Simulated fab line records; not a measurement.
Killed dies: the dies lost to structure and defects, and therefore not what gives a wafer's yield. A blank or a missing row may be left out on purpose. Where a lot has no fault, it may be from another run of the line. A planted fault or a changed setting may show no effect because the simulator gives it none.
fab line records + flow n5-finfet
record
- lots=5
- wafers=15
- last-day=19
route steps=1938 shown BEOL_M0_SAQP@647 BEOL_M4@1111 PASSIVATION@1936
lots that met no fault: taken from a fault-free run of the same line
start-h: the number of hours between the record's first day and the start of the first shown wafer of the lot + wait-h: how many hours have passed since the lot's step before this one + " the same as in the row above + L1.1+2: a single row standing in for several wafers + - value missing, or start not given + * or withheld: withheld + < > ~ a bound
route shown NAME@n: NAME is a module with steps in the file, n the number in the route of the first one + usual: mean/standard deviation taken from wafers without a fault + same: alike in all rows + chamber/n: place in a boat + sites: per-site readings + _std_site: standard deviation of those values + _edge_site: outer sites' mean less inner sites' + radius-mm: how far each site lies from the wafer's centre + mask NAME#n: copy n + behind: the last tool/chamber to shape the wafer + hold: the reason the lot was held/the length of the hold in hours/how it ended + device: names the non-switching transistor (n, p or np) + end of line: at the end of the route, the tests of the same wafers + step lacking rows: just its recipe + killed: count of dies lost to structure and defects at first sort (not the wafer's yield) + map: a wafer's dies, x killed, . not, _ none there
set.NAME: setting as actually run; set.NAME@STEP: the setting as run at that earlier step + model.NAME: the simulator's own value behind a step, which no gauge read
lots seen at some steps along the route; tables by step, rows by wafer
services: the hour from which a tool's chamber was out of use, counted from the record's first day as start-h (under 0 if before that day), plus the number of hours and why
## steps
# step N5_BEOL_M0_SAQP_PEB_12
# recipe
- peb-temp-c=withheld
- peb-time-s=60
- resist=CAR-ArF
# step N5_BEOL_M0_SAQP_DEVELOP_13
# recipe
- develop-time-s=30
- developer=TMAH
- resist=CAR-ArF
- dev-temp-c=23
- rinse-liquid=diw
- dry=air-spin
# step N5_BEOL_M0_SAQP_DESCUM_19
# recipe
- chemistry=O2
- time-s=7.9
- source-power-w=50
- bias-power-w=20
- pressure-mtorr=20
- rf-frequency-hz=2.712e+07
- temp-c=40
- resist=CAR-ArF
- o2-flow-sccm=225
# step N5_BEOL_M0_SAQP_ETCH_83
# recipe
- chemistry=CF4
- target=SiARC
- target-depth-a=390
- mask-material=CAR-ArF
- time-s=65
- ion-energy-ev=80
- pressure-mtorr=40
- source-w=545
- bias-w=36
- Ar_flow_sccm=100
- cf4-flow-sccm=100
- ends=cleared
# step N5_BEOL_M0_SAQP_ETCH_84
# recipe
- chemistry=N2/H2
- target=SOC
- target-depth-a=1000
- overetch-a=200
- mask-material=SiARC
- temp-c=40
- time-s=150
- ion-energy-ev=200
- pressure-mtorr=30
- source-w=840
- bias-w=150
- n2-flow-sccm=200
- h2-flow-sccm=200
# step N5_BEOL_M0_SAQP_STRIP_80
# recipe
- chemistry=N2/H2
- temp-c=40
- n2-flow-sccm=200
- h2-flow-sccm=200
- rf-frequency-hz=6e+07
# step N5_BEOL_M0_SAQP_HM_OPEN_112
# recipe
- chemistry=CHF3/O2
- target=SiO2
- stop-on=a-Si
- target-depth-a=120
- over-etch-frac=1.25
- mask-material=SOC
- time-s=13.5
- pressure-mtorr=30
- source-w=650
- bias-w=170
- Ar_flow_sccm=200
- CHF3_flow_sccm=50
- O2_flow_sccm=5
- ion-energy-ev=200
- ends=end-point
# step N5_BEOL_M0_SAQP_STRIP_113
# recipe
- chemistry=CHF3/O2
- resist=SiARC
- rf-frequency-hz=6e+07
# step N5_BEOL_M0_SAQP_MANDREL_ETCH_20
# recipe
- target-depth-a=600
- chemistry=HBr/Cl2
- target=a-Si
- stop-on=SiNx
- bt-time-s=10
- mask-material=SOC
- over-etch-frac=0.5
- time-s=30
- pressure-mtorr=10
- icp-w=800
- bias-w=75
- HBr_flow_sccm=150
- Cl2_flow_sccm=80
- ends=end-point
# step N5_BEOL_M0_SAQP_STRIP_86
# recipe
- chemistry=N2/H2
- power-w=500
- temp-c=40
- pressure-mtorr=50
- rf-frequency-hz=6e+07
- overash-fraction=0.3
- bias-power-w=28
- h2-frac=0.5
- n2-flow-sccm=300
- h2-flow-sccm=300
# usual
- bias-power-w=28.00/0.081
- chamber-pressure-mTorr=50.00/0.079
- drypump-motor-current-A=5.6/0.47
- oes-product-au=0.81/0.093
- overash-fraction=0.3/0
- rf-vpp-V=121.9/1.5
- showerhead-plenum-p-Torr=3.37/0.12
- throttle-valve-pct=18.9/0.35
| lot.wafer | tool        | chamber | start-h | wait-h | bias-power-w | chamber-pressure-mTorr | drypump-motor-current-A | oes-product-au | overash-fraction | rf-hours-counter-h | rf-vpp-V | showerhead-plenum-p-Torr | throttle-valve-pct | model.SOC_of_BEOL_M0_SAQP_COAT_81.thk-nm |
|-----------|-------------|---------|---------|--------|--------------|------------------------|-------------------------|----------------|------------------|--------------------|----------|--------------------------|--------------------|------------------------------------------|
| L546.3    | rie-diel-03 | 0       | 120.23  | 0.1    | 28.03        | 49.91                  | 4.8                     | 0.88           | 0.3              | 24                 | 121.6    | 3.29                     | 18.5               | 0                                        |
| L546.5    | "           | 2       | "       | "      | 27.86        | 50.12                  | 5.3                     | 0.71           | 0.3              | -                  | 124.4    | 3.19                     | 19.1               | 0                                        |
| L546.6    | "           | 0       | "       | "      | 28.13        | 49.97                  | 4.7                     | 0.88           | 0.3              | -                  | 122.2    | 3.29                     | 18.5               | 0                                        |
| L559.1    | rie-diel-06 | 1       | 206.52  | 0.1    | -            | -                      | -                       | -              | -                | -                  | -        | -                        | -                  | 75.6                                     |
| L559.4    | "           | 0       | "       | "      | -            | -                      | -                       | -              | -                | -                  | -        | -                        | -                  | 75                                       |
| L559.6    | "           | 1       | "       | "      | -            | -                      | -                       | -              | -                | -                  | -        | -                        | -                  | 75.8                                     |
| L560.1    | rie-diel-03 | 3       | 211.41  | 0.1    | -            | -                      | -                       | -              | -                | -                  | -        | -                        | -                  | 75.8                                     |
| L560.4    | "           | 1       | "       | "      | -            | -                      | -                       | -              | -                | -                  | -        | -                        | -                  | 75.6                                     |
| L560.5    | "           | 3       | "       | "      | -            | -                      | -                       | -              | -                | -                  | -        | -                        | -                  | 75.8                                     |
| L561.2    | rie-diel-03 | 0       | 225.85  | 0.1    | -            | -                      | -                       | -              | -                | -                  | -        | -                        | -                  | 75.4                                     |
| L561.4    | "           | 1       | "       | "      | -            | -                      | -                       | -              | -                | -                  | -        | -                        | -                  | 75.6                                     |
| L561.5    | "           | 0       | "       | "      | -            | -                      | -                       | -              | -                | -                  | -        | -                        | -                  | 75.6                                     |
| L567.3    | rie-diel-02 | 2       | 252.19  | 0.1    | 27.95        | 50.10                  | 6.0                     | 0.72           | 0.3              | 187                | 122.5    | 3.46                     | 18.8               | 0                                        |
| L567.4    | "           | 3       | "       | "      | 28.11        | 50.01                  | 5.8                     | 0.76           | 0.3              | -                  | 123.7    | 3.25                     | 19.1               | 0                                        |
| L567.6    | "           | 2       | "       | "      | 27.99        | 50.05                  | 6.0                     | 0.72           | 0.3              | -                  | 122.2    | 3.46                     | 18.8               | 0                                        |
# step N5_BEOL_M0_SAQP_STRIP_115
# recipe
- chemistry=post-etch-residue-remover
- time-s=60
- temp-c=25
- remover-ph=withheld
- remover-water-wt-pct=withheld
- remover-fluoride-wt-pct=withheld
# step N5_BEOL_M4_RC_MEAS_101
# usual
- DIBL_N=36.6/1.3
- DIBL_P=36.4/1.4
- IOFF_N=0.167/0.023
- IOFF_P=0.219/0.029
- ION_N=678/8.7
- ION_P=464/6.4
- SS_N=71.5/0.53
- SS_P=73.4/0.57
- VT_N=248.5/2.8
- VT_P=-249/3.1
| lot.wafer | tool      | chamber | start-h | wait-h | DIBL_N[mV/V] | DIBL_P[mV/V] | IOFF_N[nA/um] | IOFF_P[nA/um] | ION_N[uA/um] | ION_P[uA/um] | SS_N[mV/dec] | SS_P[mV/dec] | VT_N[mV] | VT_P[mV] |
|-----------|-----------|---------|---------|--------|--------------|--------------|---------------|---------------|--------------|--------------|--------------|--------------|----------|----------|
| L546.3    | prober-02 | 0       | 196.53  | 0.3    | 35.5         | 35.3         | 0.147         | 0.207         | 677          | 467          | 70.4         | 73.4         | 250.7    | -252     |
| L546.5    | "         | 0       | "       | "      | 36.6         | 35.2         | 0.159         | 0.198         | 677          | 464          | 71.5         | 73.2         | 251.4    | -249     |
| L546.6    | "         | 0       | "       | "      | 34.8         | 33.9         | 0.130         | 0.189         | 663          | 459          | 71.2         | 73.2         | 253.6    | -248     |
| L567.3    | prober-02 | 0       | 351.72  | 0.3    | 36.3         | 37.9         | 0.161         | 0.207         | 675          | 468          | 71.6         | 72.9         | 251.6    | -251     |
| L567.4    | "         | 0       | "       | "      | 34.9         | 35.4         | 0.138         | 0.168         | 667          | 456          | 71.0         | 71.8         | 251.8    | -255     |
| L567.6    | "         | 0       | "       | "      | 35.5         | 36.8         | 0.152         | 0.197         | 676          | 461          | 70.6         | 72.7         | 248.2    | -250     |
# step N5_PASSIVATION_PROBE_49
# usual
- defect-limited-yield=91.6/1.6
- killed_at_M0_to_M3=32/9.7
- killed_at_M4_up=13/4.4
- killed-at-contacts=12/6.5
- killed-at-front-end=38/12
- killed-at-other=3.7/3
- killed-dies=99/18
- killed-on-rim=13/3.9
- killed-open=66/14
- killed-short=32/7.5
- sort_bin_5_function=4.9/1
- sort_bin_6_memory=3.2/0.73
- sort-n-pass=1081/18
- sort-yield-pct=91.6/1.6
# same
- gross-dies=1180
- killed-at-back-side=0
- sort_bin_4_leakage[%]=0
- sort_bin_8_speed[%]=0
| lot.wafer | tool      | chamber | start-h | wait-h | defect-limited-yield[%] | killed_at_M0_to_M3 | killed_at_M4_up | killed-at-contacts | killed-at-front-end | killed-at-other | killed-dies | killed-on-rim | killed-open | killed-short | sort_bin_5_function[%] | sort_bin_6_memory[%] | sort-n-pass | sort-yield-pct[%] |
|-----------|-----------|---------|---------|--------|-------------------------|--------------------|-----------------|--------------------|---------------------|-----------------|-------------|---------------|-------------|--------------|------------------------|----------------------|-------------|-------------------|
| L559.1    | prober-01 | -       | 403.19  | 0.0    | 0                       | 1093               | 6               | 26                 | 54                  | 1               | 1180        | 152           | 78          | 42           | 94.9                   | 4.7                  | 0           | 0                 |
| L559.4    | prober-01 | -       | 403.34  | 0.2    | 0                       | 1116               | 11              | 12                 | 37                  | 4               | 1180        | 152           | 71          | 30           | 96.5                   | 3.4                  | 0           | 0                 |
| L559.6    | prober-01 | -       | 403.44  | 0.3    | 0                       | 1108               | 9               | 16                 | 44                  | 3               | 1180        | 152           | 70          | 41           | 96.3                   | 3.3                  | 0           | 0                 |
| L560.1    | prober-01 | -       | 419.29  | 0.0    | 0                       | 1121               | 14              | 6                  | 33                  | 6               | 1180        | 152           | 60          | 29           | 96.9                   | 2.9                  | 0           | 0                 |
| L560.4    | prober-01 | -       | 419.44  | 0.2    | 0                       | 1122               | 12              | 7                  | 36                  | 3               | 1180        | 152           | 62          | 27           | 97.1                   | 2.6                  | 0           | 0                 |
| L560.5    | prober-01 | -       | 419.49  | 0.2    | 0                       | 1134               | 9               | 11                 | 22                  | 4               | 1180        | 152           | 43          | 23           | 97.4                   | 2.4                  | 0           | 0                 |
| L561.2    | prober-01 | -       | 448.20  | 0.1    | 0                       | 1113               | 18              | 13                 | 36                  | 0               | 1180        | 152           | 75          | 36           | 96.6                   | 3.3                  | 0           | 0                 |
| L561.4    | prober-01 | -       | 448.30  | 0.2    | 0                       | 1099               | 16              | 13                 | 51                  | 1               | 1180        | 152           | 81          | 31           | 95.9                   | 3.7                  | 0           | 0                 |
| L561.5    | prober-01 | -       | 448.35  | 0.2    | 0                       | 1121               | 12              | 10                 | 36                  | 1               | 1180        | 152           | 72          | 45           | 95.8                   | 3.8                  | 0           | 0                 |
# killed by level:class
L559.1 BEOL_M0_SAQP:area-ald=852 BEOL_M0_SAQP:area-remove=204 MOL_CONTACT_COAG:geometric-particle:open=23 FIN_SAQP:geometric-particle:open=20 BEOL_M1:geometric-particle:open=11 FIN_SAQP:geometric-particle:short=10 BEOL_M0_SAQP:geometric-particle:short=7 GATE_CUT:geometric-particle:short=6
L559.4 BEOL_M0_SAQP:area-ald=864 BEOL_M0_SAQP:area-remove=215 STI_FIN_REVEAL:geometric-particle:open=12 MOL_CONTACT_COAG:geometric-particle:open=9 BEOL_M2:geometric-particle:open=9 FIN_SAQP:geometric-particle:open=7 BEOL_M1:geometric-particle:open=7 BEOL_M0_SAQP:geometric-particle:short=6
L559.6 BEOL_M0_SAQP:area-ald=836 BEOL_M0_SAQP:area-remove=230 FIN_SAQP:geometric-particle:open=13 MOL_CONTACT_COAG:geometric-particle:open=12 BEOL_M3:geometric-particle:open=11 BEOL_M0_SAQP:geometric-particle:short=10 FIN_SAQP:geometric-particle:short=9 BEOL_M0_SAQP:geometric-particle:open=9
L560.1 BEOL_M0_SAQP:area-ald=880 BEOL_M0_SAQP:area-remove=210 BEOL_M3:geometric-particle:open=12 BEOL_M0_SAQP:geometric-particle:open=7 MOL_CONTACT_COAG:geometric-particle:open=6 BEOL_M0_SAQP:geometric-particle:short=6 FIN_SAQP:geometric-particle:short=5 FIN_SAQP:geometric-particle:open=4
L560.4 BEOL_M0_SAQP:area-ald=866 BEOL_M0_SAQP:area-remove=223 BEOL_M3:geometric-particle:open=9 FIN_SAQP:geometric-particle:open=8 BEOL_M0_SAQP:geometric-particle:open=8 FIN_SAQP:geometric-particle:short=7 MOL_CONTACT_COAG:geometric-particle:open=5 BEOL_M0_SAQP:geometric-particle:short=5
L560.5 BEOL_M0_SAQP:area-ald=889 BEOL_M0_SAQP:area-remove=225 MOL_CONTACT_COAG:geometric-particle:open=9 DUMMY_GATE:geometric-particle:open=4 BEOL_M0_SAQP:geometric-particle:open=4 BEOL_M2:geometric-particle:open=4 BEOL_M3:geometric-particle:open=4 FIN_SAQP:geometric-particle:open=3
L561.2 BEOL_M0_SAQP:area-ald=830 BEOL_M0_SAQP:area-remove=239 BEOL_M1:geometric-particle:open=14 BEOL_M0_SAQP:geometric-particle:short=11 MOL_CONTACT_COAG:geometric-particle:open=10 FIN_SAQP:geometric-particle:short=8 DUMMY_GATE:geometric-particle:open=8 FIN_SAQP:geometric-particle:open=4
L561.4 BEOL_M0_SAQP:area-ald=863 BEOL_M0_SAQP:area-remove=205 MOL_CONTACT_COAG:geometric-particle:open=13 DUMMY_GATE:geometric-particle:open=12 STI_FIN_REVEAL:geometric-particle:open=11 BEOL_M0_SAQP:geometric-particle:short=7 BEOL_M0_SAQP:geometric-particle:open=7 BEOL_M1:geometric-particle:open=6
L561.5 BEOL_M0_SAQP:area-ald=848 BEOL_M0_SAQP:area-remove=215 BEOL_M0_SAQP:geometric-particle:short=18 BEOL_M0_SAQP:geometric-particle:open=12 MOL_CONTACT_COAG:geometric-particle:open=9 BEOL_M1:geometric-particle:open=9 BEOL_M2:geometric-particle:open=7 BEOL_M3:geometric-particle:open=7
# map L559.1 (x killed, . not)
_________________xxxxxxxxxxxx________________
______________xxxxxxxxxxxxxxxxxx_____________
___________xxxxxxxxxxxxxxxxxxxxxxxx__________
__________xxxxxxxxxxxxxxxxxxxxxxxxxx_________
________xxxxxxxxxxxxxxxxxxxxxxxxxxxxxx_______
_______xxxxxxxxxxxxxxxxxxxxxxxxxxxxxxxx______
______xxxxxxxxxxxxxxxxxxxxxxxxxxxxxxxxxx_____
_____xxxxxxxxxxxxxxxxxxxxxxxxxxxxxxxxxxxx____
____xxxxxxxxxxxxxxxxxxxxxxxxxxxxxxxxxxxxxx___
___xxxxxxxxxxxxxxxxxxxxxxxxxxxxxxxxxxxxxxxx__
___xxxxxxxxxxxxxxxxxxxxxxxxxxxxxxxxxxxxxxxx__
__xxxxxxxxxxxxxxxxxxxxxxxxxxxxxxxxxxxxxxxxxx_
__xxxxxxxxxxxxxxxxxxxxxxxxxxxxxxxxxxxxxxxxxx_
_xxxxxxxxxxxxxxxxxxxxxxxxxxxxxxxxxxxxxxxxxxxx
_xxxxxxxxxxxxxxxxxxxxxxxxxxxxxxxxxxxxxxxxxxxx
_xxxxxxxxxxxxxxxxxxxxxxxxxxxxxxxxxxxxxxxxxxxx
_xxxxxxxxxxxxxxxxxxxxxxxxxxxxxxxxxxxxxxxxxxxx
_xxxxxxxxxxxxxxxxxxxxxxxxxxxxxxxxxxxxxxxxxxxx
_xxxxxxxxxxxxxxxxxxxxxxxxxxxxxxxxxxxxxxxxxxxx
_xxxxxxxxxxxxxxxxxxxxxxxxxxxxxxxxxxxxxxxxxxxx
_xxxxxxxxxxxxxxxxxxxxxxxxxxxxxxxxxxxxxxxxxxxx
__xxxxxxxxxxxxxxxxxxxxxxxxxxxxxxxxxxxxxxxxxx_
__xxxxxxxxxxxxxxxxxxxxxxxxxxxxxxxxxxxxxxxxxx_
___xxxxxxxxxxxxxxxxxxxxxxxxxxxxxxxxxxxxxxxx__
___xxxxxxxxxxxxxxxxxxxxxxxxxxxxxxxxxxxxxxxx__
____xxxxxxxxxxxxxxxxxxxxxxxxxxxxxxxxxxxxxx___
_____xxxxxxxxxxxxxxxxxxxxxxxxxxxxxxxxxxxx____
______xxxxxxxxxxxxxxxxxxxxxxxxxxxxxxxxxx_____
_______xxxxxxxxxxxxxxxxxxxxxxxxxxxxxxxx______
________xxxxxxxxxxxxxxxxxxxxxxxxxxxxxx_______
__________xxxxxxxxxxxxxxxxxxxxxxxxxx_________
___________xxxxxxxxxxxxxxxxxxxxxxxx__________
______________xxxxxxxxxxxxxxxxxx_____________
_________________xxxxxxxxxxxx________________
# map L560.1 (x killed, . not)
_________________xxxxxxxxxxxx________________
______________xxxxxxxxxxxxxxxxxx_____________
___________xxxxxxxxxxxxxxxxxxxxxxxx__________
__________xxxxxxxxxxxxxxxxxxxxxxxxxx_________
________xxxxxxxxxxxxxxxxxxxxxxxxxxxxxx_______
_______xxxxxxxxxxxxxxxxxxxxxxxxxxxxxxxx______
______xxxxxxxxxxxxxxxxxxxxxxxxxxxxxxxxxx_____
_____xxxxxxxxxxxxxxxxxxxxxxxxxxxxxxxxxxxx____
____xxxxxxxxxxxxxxxxxxxxxxxxxxxxxxxxxxxxxx___
___xxxxxxxxxxxxxxxxxxxxxxxxxxxxxxxxxxxxxxxx__
___xxxxxxxxxxxxxxxxxxxxxxxxxxxxxxxxxxxxxxxx__
__xxxxxxxxxxxxxxxxxxxxxxxxxxxxxxxxxxxxxxxxxx_
__xxxxxxxxxxxxxxxxxxxxxxxxxxxxxxxxxxxxxxxxxx_
_xxxxxxxxxxxxxxxxxxxxxxxxxxxxxxxxxxxxxxxxxxxx
_xxxxxxxxxxxxxxxxxxxxxxxxxxxxxxxxxxxxxxxxxxxx
_xxxxxxxxxxxxxxxxxxxxxxxxxxxxxxxxxxxxxxxxxxxx
_xxxxxxxxxxxxxxxxxxxxxxxxxxxxxxxxxxxxxxxxxxxx
_xxxxxxxxxxxxxxxxxxxxxxxxxxxxxxxxxxxxxxxxxxxx
_xxxxxxxxxxxxxxxxxxxxxxxxxxxxxxxxxxxxxxxxxxxx
_xxxxxxxxxxxxxxxxxxxxxxxxxxxxxxxxxxxxxxxxxxxx
_xxxxxxxxxxxxxxxxxxxxxxxxxxxxxxxxxxxxxxxxxxxx
__xxxxxxxxxxxxxxxxxxxxxxxxxxxxxxxxxxxxxxxxxx_
__xxxxxxxxxxxxxxxxxxxxxxxxxxxxxxxxxxxxxxxxxx_
___xxxxxxxxxxxxxxxxxxxxxxxxxxxxxxxxxxxxxxxx__
___xxxxxxxxxxxxxxxxxxxxxxxxxxxxxxxxxxxxxxxx__
____xxxxxxxxxxxxxxxxxxxxxxxxxxxxxxxxxxxxxx___
_____xxxxxxxxxxxxxxxxxxxxxxxxxxxxxxxxxxxx____
______xxxxxxxxxxxxxxxxxxxxxxxxxxxxxxxxxx_____
_______xxxxxxxxxxxxxxxxxxxxxxxxxxxxxxxx______
________xxxxxxxxxxxxxxxxxxxxxxxxxxxxxx_______
__________xxxxxxxxxxxxxxxxxxxxxxxxxx_________
___________xxxxxxxxxxxxxxxxxxxxxxxx__________
______________xxxxxxxxxxxxxxxxxx_____________
_________________xxxxxxxxxxxx________________
## services
| tool        | chamber | start-h | hours | kind                          |
|-------------|---------|---------|-------|-------------------------------|
| rie-diel-02 | 0       | 102.04  | -     | clean                         |
| rie-diel-02 | 0       | 102.04  | -     | consumable-replace:focus-ring |
| rie-diel-02 | 0       | 102.04  | 16.1  | scheduled-down                |
| rie-diel-02 | 0       | 102.04  | 16.1  | vent-cycle                    |
| rie-diel-03 | 3       | 108.35  | -     | clean                         |
| rie-diel-03 | 3       | 108.35  | -     | consumable-replace:focus-ring |
| rie-diel-03 | 3       | 108.35  | -     | consumable-replace:showerhead |
| rie-diel-03 | 3       | 108.35  | 18.4  | scheduled-down                |
| rie-diel-03 | 3       | 108.35  | 18.4  | vent-cycle                    |
| rie-diel-06 | 0       | 120.08  | -     | clean                         |
| rie-diel-06 | 0       | 120.08  | -     | consumable-replace:focus-ring |
| rie-diel-06 | 0       | 120.08  | 16.2  | scheduled-down                |
| rie-diel-06 | 2       | 125.76  | 11.1  | repair                        |
| rie-diel-03 | 1       | 145.19  | 1.6   | repair                        |
| rie-diel-06 | -       | 158.33  | 2.8   | pm                            |
| rie-diel-06 | 2       | 163.27  | 9.2   | repair                        |
| rie-diel-03 | -       | 177.21  | 0.8   | repair                        |
| rie-diel-02 | 2       | 214.00  | 6.4   | repair                        |
| rie-diel-02 | 1       | 219.30  | 40.8  | repair                        |
| rie-diel-03 | 2       | 225.34  | -     | clean                         |
| rie-diel-03 | 2       | 225.34  | -     | consumable-replace:focus-ring |
| rie-diel-03 | 2       | 225.34  | -     | consumable-replace:showerhead |
| rie-diel-03 | 2       | 225.34  | 18.0  | scheduled-down                |
| rie-diel-03 | 2       | 225.34  | 18.0  | vent-cycle                    |
## key
first-sign
- step=N5_BEOL_M0_SAQP_STRIP_86
- reading=tool-record
- direction=missing
effect
- step=N5_PASSIVATION_PROBE_49
- reading=killed_at_M0_to_M3
- direction=up
- sigmas=99+
- usual=32
- struck=1114
model-effect
- step=N5_BEOL_M0_SAQP_STRIP_86
- value=SOC_of_BEOL_M0_SAQP_COAT_81.thk-nm
- without=0
- struck=75.58
more-kills-born-at
- N5_BEOL_M0_SAQP_SPACER1_ALD_98@ald-sin-01=7728
met-at N5_BEOL_M0_SAQP_STRIP_86
struck-wafers L559.1,L559.4,L559.6,L560.1,L560.4,L560.5,L561.2,L561.4,L561.5
later-rows-left-out L559.1,L559.4,L559.6,L560.1,L560.4,L560.5,L561.2,L561.4,L561.5
onset-between 120.23 206.52
fault
- kind=skipped-step-whole
- tool=rie-diel-03,rie-diel-06
- chamber=-
- onset-h=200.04
- steps=N5_BEOL_M0_SAQP_STRIP_86
- scope=struck-lots-only
# later-rows-left-out: the simulator's readings of these wafers behind a module that went badly wrong aren't trusted and aren't shown, but for the sort
